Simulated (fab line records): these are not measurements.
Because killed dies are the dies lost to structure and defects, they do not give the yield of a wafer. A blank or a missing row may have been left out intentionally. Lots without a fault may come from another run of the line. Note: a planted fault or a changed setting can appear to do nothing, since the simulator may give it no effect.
fab line records | flow n5-finfet
record: lots: 6 | wafers: 18 | last-day: 17
route steps=1938 shown BEOL_M0_SAQP@664 BEOL_M4@1111
lots that met no fault: from a run of the same line without faults
start-h: the number of hours between the record's first day and the start of the first shown wafer of the lot | wait-h: hours elapsed since this lot's preceding step | " as in the row above | L1.1+2: a single row standing in for several wafers | - no value, or no start was given | * or withheld: withheld | < > ~ a bound
route shown NAME@n: names a module that has steps shown in the file, with the first one's number in the route | usual: mean/standard deviation taken from wafers without a fault | same: alike in all rows | chamber/n: place in a boat | sites: per-site readings | _std_site: their standard deviation | _edge_site: inner sites' mean taken away from outer sites' mean | radius-mm: how far each site lies from the wafer's centre | mask NAME#n: copy n | behind: the last tool/chamber to shape the wafer | hold: what put the lot on hold/how long, in hours/how the hold closed | device: which transistor (n, p or np) failed to switch | end of line: at the end of the route, the tests of the same wafers | a step given without rows: its recipe and nothing more | killed: the dies lost at the first sort to structure and to defects; this is not the yield of the wafer | map: a wafer's dies, marking killed ones x, the rest . and places with no die _
set.NAME: the setting the step ran with; set.NAME@STEP: the setting that earlier step ran with | model.NAME: the simulator's own value behind a step, which no gauge read
a table for each step, a row for each wafer; lots at some steps of the route
services: a tool's chamber out of use, with start hour (start-h, from the record's first day; less than 0 if before it), hours out, and reason
== steps ==
step: N5_BEOL_M0_SAQP_SPACER1_ETCHBACK_99
recipe: chemistry: CHF3/O2 | mode: anisotropic-etchback | target: SiO2 | target-depth-a: 154 | time-s: 7.7 | pressure-mtorr: 30 | source-w: 650 | bias-w: 170 | Ar_flow_sccm: 200 | CHF3_flow_sccm: 50 | O2_flow_sccm: 5 | ion-energy-ev: 200
step: N5_BEOL_M0_SAQP_MANDREL1_REMOVE_100
recipe: chemistry: HBr/Cl2/O2 | bt-time-s: 10 | target: a-Si | stop-on: SiNx | endpoint: OES-SiCl | over-etch-frac: 0.85 | icp-w: 600 | bias-w: 30 | HBr_flow_sccm: 150 | Cl2_flow_sccm: 80 | O2_flow_sccm: 5 | pressure-mtorr: 10
usual: drypump-motor-current-A: 6.0/0.39 | oes-product-au: 1.005/0.023 | throttle-valve-pct: 36.6/0.33
same: over-etch-frac: 0.85
lot.wafer | tool      | chamber | start-h | wait-h | drypump-motor-current-A | oes-product-au | rf-hours-counter-h | throttle-valve-pct
L792.2    | rie-si-04 | 0       | 120.29  | 0.1    | 6.3                     | 0.984          | 188                | 37.0
L792.4    | "         | 1       | "       | "      | 5.7                     | 1.030          | 183                | 36.6
L792.6    | "         | 0       | "       | "      | 6.3                     | 0.971          | -                  | 37.0
L798.1    | rie-si-05 | 2       | 150.99  | 0.1    | 5.7                     | 1.021          | 114                | 36.2
L798.3    | "         | 3       | "       | "      | 6.2                     | 0.980          | 107                | 36.8
L798.6    | "         | 0       | "       | "      | 6.1                     | 1.000          | -                  | 36.3
L799.2    | rie-si-04 | 1       | 157.04  | 0.1    | 5.7                     | 1.032          | 184                | 36.6
L799.4    | "         | 3       | "       | "      | 5.9                     | 1.016          | 55                 | 36.6
L799.5    | "         | 3       | "       | "      | 5.9                     | 1.027          | -                  | 36.6
L809.3    | rie-si-05 | 1       | 218.60  | 0.1    | 6.5                     | 0.982          | 116                | 36.0
L809.4    | "         | 3       | "       | "      | 6.2                     | 0.977          | 108                | 36.8
L809.6    | "         | 2       | "       | "      | 5.7                     | 1.019          | -                  | 36.2
L813.3    | rie-si-06 | 0       | 242.10  | 0.1    | 6.3                     | 0.991          | 5                  | 36.3
L813.4    | "         | 2       | "       | "      | 5.9                     | 0.989          | 5                  | 37.0
L813.5    | "         | 3       | "       | "      | 5.5                     | 1.009          | -                  | 37.0
L814.2    | rie-si-06 | 3       | 248.73  | 0.1    | 5.5                     | 1.011          | 0                  | 37.0
L814.4    | "         | 2       | "       | "      | 5.8                     | 0.994          | 6                  | 37.0
L814.6    | "         | 2       | "       | "      | 5.8                     | 1.006          | -                  | 37.0
step: N5_BEOL_M0_SAQP_CD_MEAS_25
recipe: target-cd-nm: 13.1 | landing-energy-ev: 1000 | detector: se-inlens
usual: cd-nm: 12.79/0.21
lot.wafer | tool      | chamber | start-h | wait-h | cd-nm
L792.2    | cd-sem-03 | 0       | 120.41  | 0.1    | 12.75
L792.4    | "         | 0       | "       | "      | 12.51
L792.6    | "         | 0       | "       | "      | 13.13
L798.1    | cd-sem-02 | 0       | 151.11  | 0.1    | 12.94
L798.3    | "         | 0       | "       | "      | 12.84
L798.6    | "         | 0       | "       | "      | 12.99
L799.2    | cd-sem-02 | 0       | 157.16  | 0.1    | 12.81
L799.4    | "         | 0       | "       | "      | 12.92
L799.5    | "         | 0       | "       | "      | 13.20
L809.3    | cd-sem-02 | 0       | 218.71  | 0.1    | 12.49
L809.4    | "         | 0       | "       | "      | 12.81
L809.6    | "         | 0       | "       | "      | 12.85
L813.3    | cd-sem-02 | 0       | 242.21  | 0.1    | 12.76
L813.4    | "         | 0       | "       | "      | 12.78
L813.5    | "         | 0       | "       | "      | 12.66
L814.2    | cd-sem-01 | 0       | 248.84  | 0.1    | 12.95
L814.4    | "         | 0       | "       | "      | 12.78
L814.6    | "         | 0       | "       | "      | 12.49
step: N5_BEOL_M0_SAQP_ETCH_101
recipe: chemistry: CH3F/O2 | target: SiNx | mask-material: SiO2 | target-depth-a: 299 | time-s: 42.7 | pressure-mtorr: 30 | source-w: 395 | bias-w: 73 | Ar_flow_sccm: 150 | CH3F_flow_sccm: 30 | O2_flow_sccm: 20 | ion-energy-ev: 120
step: N5_BEOL_M0_SAQP_ETCH_102
recipe: chemistry: CF4 | target: SiO2 | target-depth-a: 40 | ion-energy-ev: 350 | time-s: 4.4 | pressure-mtorr: 10 | icp-w: 800 | bias-w: 400 | cf4-flow-sccm: 80
usual: drypump-motor-current-A: 6.0/0.37 | oes-product-au: 1.001/0.023 | throttle-valve-pct: 21.7/0.33
lot.wafer | tool      | chamber | start-h | wait-h | drypump-motor-current-A | oes-product-au | rf-hours-counter-h | throttle-valve-pct
L792.2    | rie-si-06 | 0       | 120.55  | 0.1    | 6.3                     | 0.983          | 2                  | 21.4
L792.4    | "         | 3       | "       | "      | 5.5                     | 0.997          | 188                | 22.1
L792.6    | "         | 0       | "       | "      | 6.3                     | 0.978          | -                  | 21.4
L798.1    | rie-si-04 | 3       | 151.26  | 0.1    | 5.9                     | 1.023          | 55                 | 21.8
L798.3    | "         | 2       | "       | "      | 6.7                     | 0.957          | 9                  | 21.7
L798.6    | "         | 0       | "       | "      | 6.2                     | 0.982          | -                  | 21.9
L799.2    | rie-si-05 | 0       | 157.38  | 0.1    | 6.1                     | 1.023          | 2                  | 21.3
L799.4    | "         | 1       | "       | "      | 6.4                     | 0.994          | 115                | 21.4
L799.5    | "         | 1       | "       | "      | 6.4                     | 0.983          | -                  | 21.4
L809.3    | rie-si-06 | 0       | 218.86  | 0.1    | 6.3                     | 0.986          | 4                  | 21.4
L809.4    | "         | 0       | "       | "      | 6.3                     | 0.980          | -                  | 21.4
L809.6    | "         | 2       | "       | "      | 5.8                     | 0.990          | -                  | 22.3
L813.3    | rie-si-05 | 0       | 242.44  | 0.1    | 6.1                     | 1.017          | 3                  | 21.3
L813.4    | "         | 2       | "       | "      | 5.7                     | 1.020          | 115                | 21.4
L813.5    | "         | 0       | "       | "      | 6.2                     | 1.020          | -                  | 21.3
L814.2    | rie-si-05 | 0       | 248.98  | 0.1    | 6.1                     | 1.021          | 4                  | 21.3
L814.4    | "         | 2       | "       | "      | 5.7                     | 1.015          | 116                | 21.4
L814.6    | "         | 0       | "       | "      | 6.1                     | 1.012          | -                  | 21.3
step: N5_BEOL_M0_SAQP_MANDREL_ETCH_103
recipe: chemistry: HBr/Cl2 | target: a-Si | target-depth-a: 450 | bt-time-s: 10 | stop-on: SiCN | mask-material: SiO2 | over-etch-frac: 0.8 | time-s: 27 | pressure-mtorr: 10 | icp-w: 800 | bias-w: 75 | HBr_flow_sccm: 150 | Cl2_flow_sccm: 80 | ends: end-point
step: N5_BEOL_M0_SAQP_RECESS_104
recipe: chemistry: HF/NH3 | target: SiO2 | target-depth-a: 180 | afs-cycles: 3 | temp-c: 30 | sublimation-temp-c: 180 | sublimation-time-s: 60
step: N5_BEOL_M0_SAQP_COAT_105
recipe: resist: SOC | temp-c: 250 | time-s: 60 | spin-rpm: 1500 | resist-thk-nm: 100
step: N5_BEOL_M0_SAQP_ETCH_106
recipe: chemistry: N2/H2 | target: SOC | target-depth-a: 1500 | stop-on: SiNx | ion-energy-ev: 100 | bias-w: 61 | pressure-mtorr: 30 | source-w: 850 | n2-flow-sccm: 200 | h2-flow-sccm: 200
step: N5_BEOL_M0_SAQP_ETCH_107
recipe: chemistry: CH3F/O2 | target: SiNx | target-depth-a: 300 | mask-material: SOC | pressure-mtorr: 30 | source-w: 395 | bias-w: 73 | Ar_flow_sccm: 150 | CH3F_flow_sccm: 30 | O2_flow_sccm: 20 | ion-energy-ev: 120
usual: drypump-motor-current-A: 5.9/0.37 | oes-product-au: 0.75/0.066 | rf-vpp-V: 296/4.3 | showerhead-plenum-p-Torr: 2.01/0.054 | throttle-valve-pct: 16.43/0.17
lot.wafer | tool        | chamber | start-h | wait-h | drypump-motor-current-A | oes-product-au | rf-hours-counter-h | rf-vpp-V | showerhead-plenum-p-Torr | throttle-valve-pct
L792.2    | rie-diel-05 | 2       | 121.19  | 0.0    | 5.3                     | 0.72           | 170                | 292      | 2.08                     | 16.26
L792.4    | "           | 0       | "       | "      | 6.1                     | 0.86           | 47                 | 300      | 2.03                     | 16.39
L792.6    | "           | 0       | "       | "      | 6.1                     | 0.86           | -                  | 299      | 2.03                     | 16.39
L798.1    | rie-diel-02 | 2       | 151.88  | 0.0    | 6.3                     | 0.73           | 161                | 298      | 2.08                     | 16.45
L798.3    | "           | 0       | "       | "      | 5.7                     | 0.75           | 197                | 302      | 1.98                     | 16.56
L798.6    | "           | 0       | "       | "      | 5.7                     | 0.74           | -                  | 302      | 1.99                     | 16.59
L799.2    | rie-diel-05 | 0       | 158.00  | 0.0    | 6.1                     | 0.85           | 58                 | 298      | 2.02                     | 16.41
L799.4    | "           | 1       | "       | "      | 6.3                     | 0.68           | 219                | 290      | 2.06                     | 16.35
L799.5    | "           | 1       | "       | "      | 6.3                     | 0.68           | -                  | 288      | 2.06                     | 16.36
L809.3    | rie-diel-05 | 0       | 219.48  | 0.0    | 6.1                     | 0.82           | 77                 | 298      | 2.02                     | 16.45
L809.4    | "           | 3       | "       | "      | 6.2                     | 0.78           | 110                | 293      | 1.93                     | 16.37
L809.6    | "           | 0       | "       | "      | 6.1                     | 0.82           | -                  | 299      | 2.02                     | 16.44
L813.3    | rie-diel-02 | 0       | 243.11  | 0.0    | 5.8                     | 0.71           | 226                | 301      | 1.98                     | 16.63
L813.4    | "           | 1       | "       | "      | 6.0                     | 0.75           | 132                | 298      | 1.93                     | 16.70
L813.5    | "           | 1       | "       | "      | 6.0                     | 0.75           | -                  | 296      | 1.93                     | 16.68
L814.2    | rie-diel-04 | 2       | 249.64  | 0.0    | 6.2                     | 0.72           | 181                | 295      | 2.00                     | 16.72
L814.4    | "           | 0       | "       | "      | 5.2                     | 0.70           | 215                | 299      | 1.90                     | 16.55
L814.6    | "           | 2       | "       | "      | 6.2                     | 0.72           | -                  | 297      | 2.00                     | 16.74
step: N5_BEOL_M0_SAQP_STRIP_108
recipe: chemistry: N2/H2 | power-w: 500 | temp-c: 40 | pressure-mtorr: 50 | rf-frequency-hz: 6e+07 | overash-fraction: 0.3 | bias-power-w: 28 | h2-frac: 0.5 | n2-flow-sccm: 300 | h2-flow-sccm: 300
usual: drypump-motor-current-A: 5.9/0.37 | oes-product-au: 0.76/0.065 | rf-vpp-V: 121.9/0.89 | showerhead-plenum-p-Torr: 3.37/0.096 | throttle-valve-pct: 19.0/0.31
lot.wafer | tool        | chamber | start-h | wait-h | drypump-motor-current-A | oes-product-au | rf-hours-counter-h | rf-vpp-V | showerhead-plenum-p-Torr | throttle-valve-pct
L792.2    | rie-diel-05 | 2       | 121.23  | 0.0    | 5.4                     | 0.73           | 170                | 122.8    | 3.50                     | 18.8
L792.4    | "           | 0       | "       | "      | 6.1                     | 0.85           | 47                 | 121.8    | 3.40                     | 19.1
L792.6    | "           | 0       | "       | "      | 6.0                     | 0.86           | -                  | 122.1    | 3.40                     | 19.1
L798.1    | rie-diel-02 | 2       | 151.92  | 0.0    | 6.3                     | 0.73           | 161                | 123.4    | 3.48                     | 19.0
L798.3    | "           | 0       | "       | "      | 5.8                     | 0.74           | 197                | 120.7    | 3.33                     | 19.2
L798.6    | "           | 0       | "       | "      | 5.8                     | 0.74           | -                  | 121.8    | 3.33                     | 19.2
L799.2    | rie-diel-05 | 0       | 158.04  | 0.0    | 6.1                     | 0.84           | 58                 | 123.3    | 3.39                     | 19.1
L799.4    | "           | 1       | "       | "      | 6.4                     | 0.68           | 219                | 121.4    | 3.47                     | 19.0
L799.5    | "           | 1       | "       | "      | 6.4                     | 0.69           | -                  | 121.5    | 3.47                     | 19.0
L809.3    | rie-diel-05 | 0       | 219.52  | 0.0    | 6.1                     | 0.82           | 77                 | 122.2    | 3.38                     | 19.1
L809.4    | "           | 3       | "       | "      | 6.1                     | 0.77           | 110                | 119.9    | 3.22                     | 18.4
L809.6    | "           | 0       | "       | "      | 6.1                     | 0.82           | -                  | 121.7    | 3.38                     | 19.1
L813.3    | rie-diel-02 | 0       | 243.15  | 0.0    | 5.8                     | 0.72           | 226                | 122.0    | 3.31                     | 19.2
L813.4    | "           | 1       | "       | "      | 6.1                     | 0.76           | 132                | 120.2    | 3.24                     | 19.5
L813.5    | "           | 1       | "       | "      | 6.0                     | 0.76           | -                  | 120.6    | 3.24                     | 19.5
L814.2    | rie-diel-04 | 2       | 249.68  | 0.0    | 6.2                     | 0.72           | 181                | 120.3    | 3.33                     | 18.9
L814.4    | "           | 0       | "       | "      | 5.2                     | 0.70           | 215                | 121.0    | 3.20                     | 18.8
L814.6    | "           | 2       | "       | "      | 6.3                     | 0.72           | -                  | 121.7    | 3.33                     | 18.9
step: N5_BEOL_M0_SAQP_RECESS_109
recipe: chemistry: HF/NH3 | target: SiO2 | target-depth-a: 30 | afs-cycles: 1 | temp-c: 30 | sublimation-temp-c: 180 | sublimation-time-s: 60
step: N5_BEOL_M0_SAQP_SPACER2_ALD_26
recipe: material: SiO2 | target-thk-a: 150 | temp-c: 300 | ald-precursor-family: BDEAS | ald-co-reactant: O2-plasma | pulse-time-s: 1 | purge-time-s: 2 | co-reactant-purge-time-s: 2 | pressure-torr: 2
usual: chamber-pressure-Torr: 1.999/0.0047 | co-reactant-purge-time-s: 2/0 | heater-power-w: 480/59 | precursor-pulse-height-rel: 0.998/0.02 | pulse-time-s: 1/0
lot.wafer | tool       | chamber | start-h | wait-h | chamber-pressure-Torr | co-reactant-purge-time-s | heater-power-w | precursor-pulse-height-rel | pulse-time-s
L792.2    | ald-sin-01 | 2       | 121.53  | 0.1    | 1.999                 | 2                        | 590            | 0.996                      | 1
L792.4    | "          | 1       | "       | "      | 1.999                 | 2                        | 500            | 0.993                      | 1
L792.6    | "          | 3       | "       | "      | 1.995                 | 2                        | 490            | 1.003                      | 1
L798.1    | ald-sin-02 | 3       | 152.12  | 0.1    | -                     | -                        | -              | -                          | -
L798.3    | "          | 0       | "       | "      | -                     | -                        | -              | -                          | -
L798.6    | "          | 0       | "       | "      | -                     | -                        | -              | -                          | -
L799.2    | ald-sin-01 | 1       | 158.55  | 0.4    | -                     | -                        | -              | -                          | -
L799.4    | "          | 2       | "       | "      | -                     | -                        | -              | -                          | -
L799.5    | "          | 3       | "       | "      | -                     | -                        | -              | -                          | -
L809.3    | ald-sin-02 | 2       | 219.72  | 0.1    | 2.005                 | 2                        | 432            | 1.008                      | 1
L809.4    | "          | 3       | "       | "      | 1.985                 | 2                        | 600            | 1.021                      | 1
L809.6    | "          | 2       | "       | "      | 1.999                 | 2                        | 435            | 1.009                      | 1
L813.3    | ald-sin-02 | 3       | 243.35  | 0.1    | 1.999                 | 2                        | 610            | 1.003                      | 1
L813.4    | "          | 1       | "       | "      | 2.007                 | 2                        | 389            | 0.989                      | 1
L813.5    | "          | 1       | "       | "      | 1.999                 | 2                        | 395            | 0.990                      | 1
L814.2    | ald-sin-01 | 1       | 249.88  | 0.1    | 2.005                 | 2                        | 487            | 0.966                      | 1
L814.4    | "          | 1       | "       | "      | 2.006                 | 2                        | 468            | 0.986                      | 1
L814.6    | "          | 3       | "       | "      | 2.001                 | 2                        | 457            | 0.979                      | 1
step: N5_BEOL_M0_SAQP_SPACER2_ETCHBACK_27
recipe: chemistry: CHF3/O2 | mode: anisotropic-etchback | target: SiO2 | target-depth-a: 225 | time-s: 11.25 | pressure-mtorr: 30 | source-w: 650 | bias-w: 170 | Ar_flow_sccm: 200 | CHF3_flow_sccm: 50 | O2_flow_sccm: 5 | ion-energy-ev: 200
usual: drypump-motor-current-A: 5.9/0.39 | oes-product-au: 0.76/0.07 | rf-vpp-V: 522/7.5 | showerhead-plenum-p-Torr: 2.41/0.063 | throttle-valve-pct: 18.96/0.18
lot.wafer | tool        | chamber | start-h | wait-h | drypump-motor-current-A | oes-product-au | rf-hours-counter-h | rf-vpp-V | showerhead-plenum-p-Torr | throttle-valve-pct
L792.2    | rie-diel-05 | 3       | 122.07  | 0.3    | 6.2                     | 0.82           | 81                 | 520      | 2.35                     | 18.87
L792.4    | "           | 1       | "       | "      | 6.3                     | 0.69           | 214                | 509      | 2.49                     | 18.88
L792.6    | "           | 3       | "       | "      | 6.1                     | 0.81           | -                  | 518      | 2.35                     | 18.87
L798.1    | rie-diel-05 | 0       | 152.67  | 0.3    | 6.1                     | 0.84           | 57                 | 525      | 2.44                     | 19.00
L798.3    | "           | 2       | "       | "      | 5.3                     | 0.71           | 179                | 512      | 2.49                     | 18.77
L798.6    | "           | 0       | "       | "      | 6.1                     | 0.85           | -                  | 527      | 2.44                     | 18.99
L799.2    | rie-diel-02 | 1       | 159.11  | 0.3    | 6.1                     | 0.78           | 106                | 524      | 2.33                     | 19.20
L799.4    | "           | 1       | "       | "      | 6.0                     | 0.78           | -                  | 525      | 2.33                     | 19.22
L799.5    | "           | 2       | "       | "      | 6.2                     | 0.74           | -                  | 526      | 2.49                     | 18.98
L809.3    | rie-diel-02 | 1       | 220.27  | 0.3    | 6.0                     | 0.76           | 126                | 524      | 2.33                     | 19.23
L809.4    | "           | 3       | "       | "      | 5.8                     | 0.71           | 235                | 520      | 2.39                     | 18.81
L809.6    | "           | 2       | "       | "      | 6.3                     | 0.71           | -                  | 524      | 2.49                     | 19.03
L813.3    | rie-diel-02 | 0       | 243.90  | 0.3    | 5.8                     | 0.71           | 226                | 530      | 2.38                     | 19.13
L813.4    | "           | 2       | "       | "      | 6.3                     | 0.72           | 189                | 527      | 2.48                     | 19.04
L813.5    | "           | 0       | "       | "      | 5.8                     | 0.71           | -                  | 531      | 2.38                     | 19.13
L814.2    | rie-diel-02 | 2       | 250.46  | 0.3    | 6.3                     | 0.71           | 190                | 527      | 2.48                     | 19.02
L814.4    | "           | 1       | "       | "      | 6.0                     | 0.75           | 134                | 525      | 2.32                     | 19.26
L814.6    | "           | 0       | "       | "      | 5.8                     | 0.72           | -                  | 531      | 2.38                     | 19.14
step: N5_BEOL_M0_SAQP_MANDREL2_REMOVE_110
recipe: chemistry: HBr/Cl2/O2 | bt-time-s: 10 | target: a-Si | stop-on: SiCN | endpoint: OES-SiCl | over-etch-frac: 1 | icp-w: 600 | bias-w: 30 | HBr_flow_sccm: 150 | Cl2_flow_sccm: 80 | O2_flow_sccm: 5 | pressure-mtorr: 10
usual: drypump-motor-current-A: 6.0/0.38 | oes-product-au: 1.005/0.022 | throttle-valve-pct: 36.6/0.37
same: over-etch-frac: 1
lot.wafer | tool      | chamber | start-h | wait-h | drypump-motor-current-A | oes-product-au | rf-hours-counter-h | throttle-valve-pct | model.BEOL_M0_SAQP.cd-nm
L792.2    | rie-si-05 | 1       | 122.16  | 0.1    | 6.4                     | 0.987          | 115                | 36.0               | 15.2
L792.4    | "         | 2       | "       | "      | 5.7                     | 1.025          | 113                | 36.2               | 15
L792.6    | "         | 0       | "       | "      | 6.1                     | 1.015          | -                  | 36.3               | 15
L798.1    | rie-si-05 | 0       | 152.76  | 0.1    | 6.1                     | 1.011          | 2                  | 36.3               | 12.8
L798.3    | "         | 1       | "       | "      | 6.4                     | 0.988          | 115                | 36.0               | 13
L798.6    | "         | 3       | "       | "      | 6.1                     | 0.990          | -                  | 36.8               | 13
L799.2    | rie-si-06 | 3       | 159.20  | 0.1    | 5.5                     | 1.016          | 188                | 37.3               | 12.8
L799.4    | "         | 0       | "       | "      | 6.3                     | 0.992          | 3                  | 36.3               | 13
L799.5    | "         | 0       | "       | "      | 6.3                     | 0.995          | -                  | 36.2               | 13.2
L809.3    | rie-si-05 | 3       | 220.36  | 0.1    | 6.2                     | 1.000          | 109                | 36.8               | 15.2
L809.4    | "         | 1       | "       | "      | 6.5                     | 0.979          | 116                | 36.0               | 15.2
L809.6    | "         | 1       | "       | "      | 6.5                     | 0.985          | -                  | 36.0               | 15.2
L813.3    | rie-si-06 | 1       | 243.99  | 0.1    | 5.5                     | 1.031          | 15                 | 36.3               | 15
L813.4    | "         | 2       | "       | "      | 5.9                     | 1.005          | 6                  | 37.0               | 15
L813.5    | "         | 1       | "       | "      | 5.5                     | 1.029          | -                  | 36.3               | 15
L814.2    | rie-si-04 | 3       | 250.55  | 0.1    | 5.9                     | 1.026          | 57                 | 36.6               | 15.2
L814.4    | "         | 0       | "       | "      | 6.2                     | 1.010          | -                  | 36.8               | 15
L814.6    | "         | 2       | "       | "      | 6.7                     | 0.972          | -                  | 36.7               | 15
step: N5_BEOL_M0_SAQP_CD_MEAS_29
recipe: target-cd-nm: 14.4 | landing-energy-ev: 1000 | detector: se-inlens
usual: cd-nm: 14.96/0.23
lot.wafer | tool      | chamber | start-h | wait-h | cd-nm
L792.2    | cd-sem-03 | 0       | 122.27  | 0.1    | 15.20
L792.4    | "         | 0       | "       | "      | 15.35
L792.6    | "         | 0       | "       | "      | 14.84
L798.1    | cd-sem-01 | 0       | 152.87  | 0.1    | -
L798.3    | "         | 0       | "       | "      | -
L798.6    | "         | 0       | "       | "      | -
L799.2    | cd-sem-02 | 0       | 159.31  | 0.1    | -
L799.4    | "         | 0       | "       | "      | -
L799.5    | "         | 0       | "       | "      | -
L809.3    | cd-sem-03 | 0       | 220.47  | 0.1    | 15.47
L809.4    | "         | 0       | "       | "      | 14.84
L809.6    | "         | 0       | "       | "      | 15.52
L813.3    | cd-sem-01 | 0       | 244.10  | 0.1    | 14.85
L813.4    | "         | 0       | "       | "      | 15.17
L813.5    | "         | 0       | "       | "      | 14.89
L814.2    | cd-sem-02 | 0       | 250.66  | 0.1    | 15.52
L814.4    | "         | 0       | "       | "      | 15.06
L814.6    | "         | 0       | "       | "      | 14.90
step: N5_BEOL_M0_SAQP_COAT_69
recipe: resist: SOC | temp-c: 250 | time-s: 60 | spin-rpm: 1500 | resist-thk-nm: 90
step: N5_BEOL_M4_RC_MEAS_101
usual: DIBL_N: 36.3/1.7 | DIBL_P: 36.5/1.8 | IOFF_N: 0.16/0.033 | IOFF_P: 0.21/0.037 | ION_N: 675/11 | ION_P: 462/7.9 | SS_N: 71.6/0.64 | SS_P: 73.3/0.68 | VT_N: 249/3.3 | VT_P: -250/3.3
lot.wafer | tool      | chamber | start-h | wait-h | DIBL_N[mV/V] | DIBL_P[mV/V] | IOFF_N[nA/um] | IOFF_P[nA/um] | ION_N[uA/um] | ION_P[uA/um] | SS_N[mV/dec] | SS_P[mV/dec] | VT_N[mV] | VT_P[mV]
L792.2    | prober-02 | 0       | 179.71  | 0.2    | 36.0         | 36.0         | 0.17          | 0.24          | 697          | 478          | 71.6         | 73.3         | 248      | -249
L792.4    | "         | 0       | "       | "      | 35.7         | 36.2         | 0.16          | 0.24          | 670          | 467          | 71.5         | 73.4         | 251      | -248
L792.6    | "         | 0       | "       | "      | 34.0         | 33.7         | 0.13          | 0.19          | 667          | 461          | 72.1         | 72.2         | 249      | -250
L809.3    | prober-02 | 0       | 270.60  | 0.3    | 35.3         | 37.0         | 0.18          | 0.20          | 682          | 466          | 71.7         | 73.1         | 244      | -251
L809.4    | "         | 0       | "       | "      | 37.3         | 39.7         | 0.21          | 0.24          | 679          | 456          | 71.7         | 73.4         | 247      | -249
L809.6    | "         | 0       | "       | "      | 36.0         | 37.4         | 0.18          | 0.21          | 665          | 454          | 71.7         | 74.5         | 246      | -249
L814.2    | prober-01 | 0       | 298.25  | 0.2    | 32.8         | 33.7         | 0.12          | 0.16          | 669          | 457          | 70.7         | 73.0         | 256      | -253
L814.4    | "         | 0       | "       | "      | 34.1         | 35.2         | 0.14          | 0.18          | 660          | 457          | 71.2         | 72.9         | 252      | -253
L814.6    | "         | 0       | "       | "      | 35.7         | 36.5         | 0.15          | 0.19          | 671          | 453          | 71.1         | 73.8         | 251      | -254
L813.3    | prober-02 | 0       | 298.49  | 0.3    | 40.3         | 39.9         | 0.24          | 0.24          | 693          | 461          | 73.0         | 74.6         | 246      | -254
L813.4    | "         | 0       | "       | "      | 40.2         | 39.7         | 0.24          | 0.24          | 703          | 466          | 72.2         | 74.6         | 243      | -249
L813.5    | "         | 0       | "       | "      | 36.1         | 35.1         | 0.14          | 0.17          | 676          | 458          | 71.3         | 72.9         | 251      | -250
== services ==
tool        | chamber | start-h | hours | kind
rie-diel-04 | 3       | 102.34  | 4.6   | repair
rie-diel-02 | 2       | 104.30  | 10.3  | repair
rie-diel-05 | 3       | 106.16  | 6.8   | repair
ald-sin-01  | 3       | 124.75  | 5.7   | repair
ald-sin-01  | 3       | 131.07  | 3.9   | repair
ald-sin-01  | 1       | 137.73  | 1.7   | repair
rie-diel-05 | 1       | 139.32  | 17.3  | repair
rie-diel-02 | 3       | 143.02  | 4.5   | repair
rie-diel-04 | 0       | 150.47  | 3.8   | repair
ald-sin-02  | 1       | 152.03  | 4.5   | repair
rie-diel-02 | 3       | 155.23  | 9.1   | repair
rie-si-04   | 1       | 164.23  | 2.8   | repair
ald-sin-01  | 1       | 169.45  | 5.0   | repair
ald-sin-01  | -       | 176.97  | 14.0  | pm
rie-diel-04 | 2       | 180.80  | 8.5   | repair
ald-sin-02  | -       | 180.96  | 14.6  | pm
rie-si-05   | -       | 181.92  | 2.8   | pm
rie-diel-02 | -       | 189.99  | 2.8   | pm
rie-si-06   | 1       | 199.66  | 4.8   | repair
rie-si-04   | -       | 201.07  | 0.4   | repair
ald-sin-01  | -       | 210.29  | 14.6  | pm
ald-sin-02  | -       | 215.38  | 0.4   | repair
ald-sin-02  | -       | 233.36  | 0.5   | repair
rie-si-05   | 0       | 246.84  | 1.0   | repair
== key ==
first-sign: step: N5_BEOL_M0_SAQP_SPACER2_ALD_26 | reading: tool-record | direction: missing
effect: step: N5_BEOL_M0_SAQP_CD_MEAS_29 | reading: cd-nm | direction: missing
model-effect: step: N5_BEOL_M0_SAQP_MANDREL2_REMOVE_110 | value: BEOL_M0_SAQP.cd-nm | without: 14.93 | struck: 12.97
met-at N5_BEOL_M0_SAQP_SPACER2_ALD_26
struck-wafers L798.1,L798.3,L798.6,L799.2,L799.4,L799.5
later-rows-left-out L798.1,L798.3,L798.6,L799.2,L799.4,L799.5
sort-left-out L798.1,L798.3,L798.6,L799.2,L799.4,L799.5
onset-between 121.53 152.12
fault: kind: skipped-step-whole | tool: ald-sin-01,ald-sin-02 | chamber: - | onset-h: 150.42 | steps: N5_BEOL_M0_SAQP_SPACER2_ALD_26 | scope: struck-lots-only
sort-left-out: the simulated sort isn't trusted on such a fault, so these wafers' sort isn't shown, and their yield isn't known
later-rows-left-out: the simulator's readings of these wafers behind a module that went badly wrong aren't trusted and aren't shown, but for the sort
